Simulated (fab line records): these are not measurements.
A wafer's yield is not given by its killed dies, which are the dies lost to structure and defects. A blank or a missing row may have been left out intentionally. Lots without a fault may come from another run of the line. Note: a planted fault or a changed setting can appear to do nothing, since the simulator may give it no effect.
Check for tools in common | flow nand_harc | Sample size 12 lots and 36 wafers

== WHY THIS WAS OPENED ==
Flagged at NHARC_P_GATE_CD_MEAS_46: reading cd_nm, on 1 of 12 lots. No-fault wafers: 719.1 nm, standard deviation 1.9.
Rule: flag the lot when none of its wafers has a number, or when each of its wafers that has one lies beyond 4 standard deviations from that mean. As for the other lots, they are considered sound.

lot  | measured     | on        | cd_nm (nm), wafer by wafer | flag
L696 | day 5 16:02  | cd_sem-03 | 717.2 715.0 716.9          |
L697 | day 5 19:04  | cd_sem-03 | 720.2 717.7 718.7          |
L698 | day 6 05:18  | cd_sem-02 | 721.8 719.9 723.0          |
L700 | day 7 04:34  | cd_sem-02 | 720.2 716.9 717.9          |
L701 | day 7 09:32  | cd_sem-03 | 717.9 716.9 718.2          |
L702 | day 8 01:07  | cd_sem-03 | 717.9 718.1 720.7          |
L704 | day 9 01:02  | cd_sem-03 | 719.6 720.3 717.4          |
L705 | day 9 06:51  | cd_sem-03 | 718.3 720.9 725.3          |
L707 | day 10 12:06 | cd_sem-02 | 716.9 719.4 718.7          |
L708 | day 10 15:47 | cd_sem-01 | 718.4 716.5 720.2          |
L710 | day 11 15:33 | cd_sem-03 | 721.6 720.5 718.2          |
L712 | day 12 10:49 | cd_sem-03 | 693.8 695.8 695.2          | FLAGGED
On average the flagged lots' numbers are 694.9 nm, which is -24.2 nm against the usual, or -13 standard deviations.

== LOT BY LOT: THE TOOL USED ==
3 process steps preceding the reading are held in the record, out of 1302 steps in the route. Each cell gives the tool, then ch followed by the chambers the sampled wafers passed through, then the start.
lot  | flag    | NHARC_P_GATE_DEP_103           | NHARC_P_GATE_ETCHBACK_37                      | NHARC_P_GATE_EXPOSE_43
L696 |         | pecvd-02 ch 0,2, day 5 03:39   | rie_diel-11 ch 0,1,3, day 5 15:52 or earlier  | krf_scanner-03 ch 0, day 5 15:52
L697 |         | pecvd-02 ch 1,2, day 5 06:29   | rie_diel-07 ch 1,2,3, day 5 18:55 or earlier  | krf_scanner-01 ch 0, day 5 18:55
L698 |         | pecvd-03 ch 0,1,2, day 5 16:40 | rie_diel-03 ch 0,1, day 6 05:08 or earlier    | krf_scanner-02 ch 0, day 6 05:08
L700 |         | pecvd-02 ch 0,1,2, day 6 16:10 | rie_diel-07 ch 0,2,3, day 7 04:25 or earlier  | krf_scanner-01 ch 0, day 7 04:25
L701 |         | pecvd-03 ch 1,2, day 6 20:56   | rie_diel-11 ch 0,1,2, day 7 09:22 or earlier  | krf_scanner-02 ch 0, day 7 09:22
L702 |         | pecvd-02 ch 0,1, day 7 12:24   | rie_diel-07 ch 2,3, day 8 00:57 or earlier    | krf_scanner-01 ch 0, day 8 00:57
L704 |         | pecvd-03 ch 1,2, day 8 12:35   | rie_diel-03 ch 0,1,2, day 9 00:53 or earlier  | krf_scanner-01 ch 0, day 9 00:53
L705 |         | pecvd-02 ch 0,1,2, day 8 18:10 | rie_diel-11 ch 0,1,3, day 9 06:41 or earlier  | krf_scanner-02 ch 0, day 9 06:41
L707 |         | pecvd-03 ch 0,1,2, day 9 21:17 | rie_diel-07 ch 1,2,3, day 10 11:57 or earlier | krf_scanner-01 ch 0, day 10 11:57
L708 |         | pecvd-03 ch 0,1, day 10 01:01  | rie_diel-07 ch 1,2, day 10 15:38 or earlier   | krf_scanner-02 ch 0, day 10 15:38
L710 |         | pecvd-03 ch 0,1, day 11 02:48  | rie_diel-11 ch 0,2, day 11 15:24 or earlier   | krf_scanner-02 ch 0, day 11 15:24
L712 | FLAGGED | pecvd-01 ch 0,2, day 11 22:14  | rie_diel-03 ch 1,2,3, day 12 10:40 or earlier | krf_scanner-02 ch 0, day 12 10:40
These steps, and what they do:
- NHARC_P_GATE_DEP_103: deposits SiON, target thk 30 nm.
- NHARC_P_GATE_ETCHBACK_37: etches the open film in CHF3/O2, target depth 34.5 nm, time 17.2 s.
- NHARC_P_GATE_EXPOSE_43: exposes mask P NSD, target cd 720 nm.
- NHARC_P_GATE_CD_MEAS_46: target cd 720 nm.

== FLAGGED AGAINST TOTAL, ONE TOOL AT A TIME (gauges that did the reading follow at the end) ==
step                     | tool           | lots run | flagged | share of the flagged lots | sound lots run after its first flagged lot
NHARC_P_GATE_DEP_103     | pecvd-01       | 1        | 1       | all                       | 0
NHARC_P_GATE_DEP_103     | pecvd-02       | 5        | 0       | none                      | -
NHARC_P_GATE_DEP_103     | pecvd-03       | 6        | 0       | none                      | -
NHARC_P_GATE_ETCHBACK_37 | rie_diel-03    | 3        | 1       | all                       | 0
NHARC_P_GATE_ETCHBACK_37 | rie_diel-07    | 5        | 0       | none                      | -
NHARC_P_GATE_ETCHBACK_37 | rie_diel-11    | 4        | 0       | none                      | -
NHARC_P_GATE_EXPOSE_43   | krf_scanner-01 | 5        | 0       | none                      | -
NHARC_P_GATE_EXPOSE_43   | krf_scanner-02 | 6        | 1       | all                       | 0
NHARC_P_GATE_EXPOSE_43   | krf_scanner-03 | 1        | 0       | none                      | -
NHARC_P_GATE_CD_MEAS_46  | cd_sem-01      | 1        | 0       | none                      | -
NHARC_P_GATE_CD_MEAS_46  | cd_sem-02      | 3        | 0       | none                      | -
NHARC_P_GATE_CD_MEAS_46  | cd_sem-03      | 8        | 1       | all                       | 0
NHARC_P_GATE_ETCHBACK_37: start missing for some lots; hours and lot order therefore follow NHARC_P_GATE_EXPOSE_43.

== WHAT THE TABLE ALLOWS ==
4 rows of the table ran every flagged lot: pecvd-01 at NHARC_P_GATE_DEP_103, rie_diel-03 at NHARC_P_GATE_ETCHBACK_37, krf_scanner-02 at NHARC_P_GATE_EXPOSE_43, cd_sem-03 at NHARC_P_GATE_CD_MEAS_46.
- pecvd-01 at NHARC_P_GATE_DEP_103: 1 of its 1 lot flagged. It ran no sound lot before its first flagged lot in this sample, so the start can't be narrowed down.
- rie_diel-03 at NHARC_P_GATE_ETCHBACK_37: 1 of its 3 lots flagged. A fault beginning between L704 (day 9 00:53), its last sound lot, and L712 (day 12 10:40), its first flagged one, fits the data.
- krf_scanner-02 at NHARC_P_GATE_EXPOSE_43: 1 of its 6 lots flagged. A fault beginning between L710 (day 11 15:24), its last sound lot, and L712 (day 12 10:40), its first flagged one, fits the data.
- cd_sem-03 at NHARC_P_GATE_CD_MEAS_46: 1 of its 8 lots flagged. A fault beginning between L710 (day 11 15:33), its last sound lot, and L712 (day 12 10:49), its first flagged one, fits the data.
Counting lots can't tell these 4 tools apart, because each fits a fault that began at some hour. More lots, or a look at what each step does to the wafer, might.

== WHAT HAD BEEN PUT IN BY THE SIMULATOR ==
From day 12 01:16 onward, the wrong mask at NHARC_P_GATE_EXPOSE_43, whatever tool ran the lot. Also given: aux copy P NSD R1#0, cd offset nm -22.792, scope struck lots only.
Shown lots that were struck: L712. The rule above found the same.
